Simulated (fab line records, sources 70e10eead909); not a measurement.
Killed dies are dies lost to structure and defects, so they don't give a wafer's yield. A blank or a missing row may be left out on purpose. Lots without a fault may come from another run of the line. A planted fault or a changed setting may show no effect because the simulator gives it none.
Which tool did it? | flow nand_harc | 13 lots, 39 wafers sampled, at 5 steps of a route of 1159

WHAT THE GAUGES READ, wafer by wafer
NHARC_END_SORT_01.
lot  | measured     | on        | killed_at_array | killed_at_other | killed_at_periphery | killed_dies | killed_open | killed_short
L927 | day 21 13:20 | prober-02 | 89 117 69       | 0 2 0           | 6 5 4               | 95 124 73   | 3 5 4       | 3 3 2
L929 | day 22 01:18 | prober-01 | 111 120 115     | 1 3 1           | 0 4 2               | 112 127 118 | 2 1 4       | 1 3 2

WHICH TOOL RAN EACH LOT (tool, then ch and the chambers of the sampled wafers, then the start)
lot  | NHARC_A_CHANNEL_FILL_D1_PRECLEAN_30 | NHARC_THIN_TSV_ANNEAL_52         | NHARC_THIN_TSV_DEGAS_53      | NHARC_THIN_TSV_ETCH_36
L920 | wet_bench-07 ch 2,4,5, day 10 06:27 | rtp_anneal-02 ch 0, day 18 09:53 | pvd_sputter-01, day 18 11:01 | rie_metal-02 ch 0,1, day 18 12:44
L922 | wet_bench-06 ch 2,4,6, day 10 22:02 | rtp_anneal-01 ch 0, day 19 01:01 | pvd_sputter-03, day 19 01:40 | rie_metal-03 ch 0,1, day 19 03:22
L924 | wet_bench-06 ch 1,2,6, day 11 01:43 | rtp_anneal-01 ch 0, day 19 14:31 | pvd_sputter-03, day 19 15:19 | rie_metal-02 ch 0,1, day 19 17:01
L923 | wet_bench-06 ch 0,6,7, day 11 06:26 | rtp_anneal-01 ch 0, day 19 06:28 | pvd_sputter-01, day 19 07:18 | rie_metal-01 ch 0,1, day 19 08:58
L921 | wet_bench-03 ch 0,5,7, day 11 06:44 | rtp_anneal-02 ch 0, day 19 07:44 | pvd_sputter-02, day 19 08:32 | rie_metal-02 ch 0,1, day 19 10:08
L925 | wet_bench-07 ch 3,6,7, day 11 15:24 | rtp_anneal-01 ch 0, day 19 15:41 | pvd_sputter-03, day 19 16:31 | rie_metal-03 ch 0,1, day 19 18:16
L927 | wet_bench-03 ch 4,6,7, day 12 15:55 | rtp_anneal-02 ch 0, day 21 02:50 | pvd_sputter-01, day 21 03:35 | rie_metal-01 ch 1, day 21 05:10
L926 | wet_bench-06 ch 0,5,6, day 12 15:59 | rtp_anneal-02 ch 0, day 21 13:10 | pvd_sputter-01, day 21 13:58 | rie_metal-03 ch 0,1, day 21 15:40
L929 | wet_bench-03 ch 0,4,6, day 12 21:19 | rtp_anneal-01 ch 0, day 21 14:20 | pvd_sputter-02, day 21 15:08 | rie_metal-02 ch 0,1, day 21 16:42
L938 | wet_bench-06 ch 0,5,6, day 14 21:19 | rtp_anneal-01 ch 0, day 23 16:26 | pvd_sputter-01, day 23 17:09 | rie_metal-03 ch 0,1, day 23 18:51
L941 | wet_bench-06 ch 1,2,7, day 15 08:08 | rtp_anneal-02 ch 0, day 24 00:34 | pvd_sputter-03, day 24 01:25 | rie_metal-02 ch 1, day 24 03:11
L940 | wet_bench-06 ch 1,3,5, day 15 08:11 | rtp_anneal-02 ch 0, day 23 23:21 | pvd_sputter-03, day 24 00:10 | rie_metal-02 ch 1, day 24 01:55
L942 | wet_bench-07 ch 1,4,5, day 16 06:04 | rtp_anneal-02 ch 0, day 24 06:11 | pvd_sputter-02, day 24 06:59 | rie_metal-03 ch 0,1, day 24 08:33
- NHARC_A_CHANNEL_FILL_D1_PRECLEAN_30: cleans in dHF, time 30 s.
- NHARC_THIN_TSV_ANNEAL_52: time 90 s.
- NHARC_THIN_TSV_DEGAS_53: time 60 s.
- NHARC_THIN_TSV_ETCH_36: etches the open film in Cl2/BCl3, target depth 65 nm, time 18.571 s.

WHAT THE TOOLS THEMSELVES READ (means of the sampled wafers that have a number; where no wafer has one, the mark that the record gives instead)
NHARC_THIN_TSV_ANNEAL_52.
lot  | tool          | anneal_temp_c_max | wafer_temp_C_max
L920 | rtp_anneal-02 | 225.58            | 225.5
L922 | rtp_anneal-01 | 225.80            | 226.2
L924 | rtp_anneal-01 | 225.92            | 226.1
L923 | rtp_anneal-01 | 225.69            | 226.2
L921 | rtp_anneal-02 | 225.84            | 225.7
L925 | rtp_anneal-01 | 226.01            | 226.3
L927 | rtp_anneal-02 | 225.44            | 225.6
L926 | rtp_anneal-02 | 225.81            | 225.6
L929 | rtp_anneal-01 | 225.67            | 226.1
L938 | rtp_anneal-01 | 225.73            | 226.1
L941 | rtp_anneal-02 | 225.74            | 225.7
L940 | rtp_anneal-02 | 225.48            | 225.9
L942 | rtp_anneal-02 | 225.77            | 225.7

NHARC_THIN_TSV_DEGAS_53.
lot  | tool           | heater_power_w (W)
L920 | pvd_sputter-01 | 433
L922 | pvd_sputter-03 | 532
L924 | pvd_sputter-03 | 505
L923 | pvd_sputter-01 | 462
L921 | pvd_sputter-02 | 469
L925 | pvd_sputter-03 | 507
L927 | pvd_sputter-01 | 451
L926 | pvd_sputter-01 | 454
L929 | pvd_sputter-02 | 462
L938 | pvd_sputter-01 | 432
L941 | pvd_sputter-03 | 519
L940 | pvd_sputter-03 | 514
L942 | pvd_sputter-02 | 470

NHARC_THIN_TSV_ETCH_36.
lot  | tool         | drypump_motor_current_A (A) | oes_product_au (a.u.)
L920 | rie_metal-02 | 5.2                         | 1.016
L922 | rie_metal-03 | 5.3                         | 0.993
L924 | rie_metal-02 | 5.2                         | 1.008
L923 | rie_metal-01 | 5.4                         | 1.006
L921 | rie_metal-02 | 5.2                         | 1.020
L925 | rie_metal-03 | 5.3                         | 0.997
L927 | rie_metal-01 | 5.2                         | 1.012
L926 | rie_metal-03 | 5.3                         | 0.994
L929 | rie_metal-02 | 5.7                         | 1.005
L938 | rie_metal-03 | 5.3                         | 0.986
L941 | rie_metal-02 | 4.8                         | 1.024
L940 | rie_metal-02 | 4.8                         | 1.011
L942 | rie_metal-03 | 5.4                         | 0.985

THE ANSWER, worked out from the rows above alone
Rule: what is usual is taken from the lots themselves. Put in order of their means at a reading, lots are off if they are a third of the lots or fewer, leave a main group of 4 or more, and stand apart from it by a gap of 3 or more times the standard deviation of the main group's means; of several such gaps the widest counts. A main group whose means are all the same, to the digits that the tables above print for the reading, isn't used. A lot without any number at a reading at which 4 lots or more have one is off too. The other lots that the step has rows for count as sound. The gauges are gone through in route order, then the tools' own readings, and for those a lot's mean is taken as printed above. The first step at which some lot is off is used, and at that step the reading that is off furthest; a lot without a number counts as furthest.
No lot is off at any reading shown: from this, nothing can be told.

WHAT THE SIMULATOR HAD PUT IN
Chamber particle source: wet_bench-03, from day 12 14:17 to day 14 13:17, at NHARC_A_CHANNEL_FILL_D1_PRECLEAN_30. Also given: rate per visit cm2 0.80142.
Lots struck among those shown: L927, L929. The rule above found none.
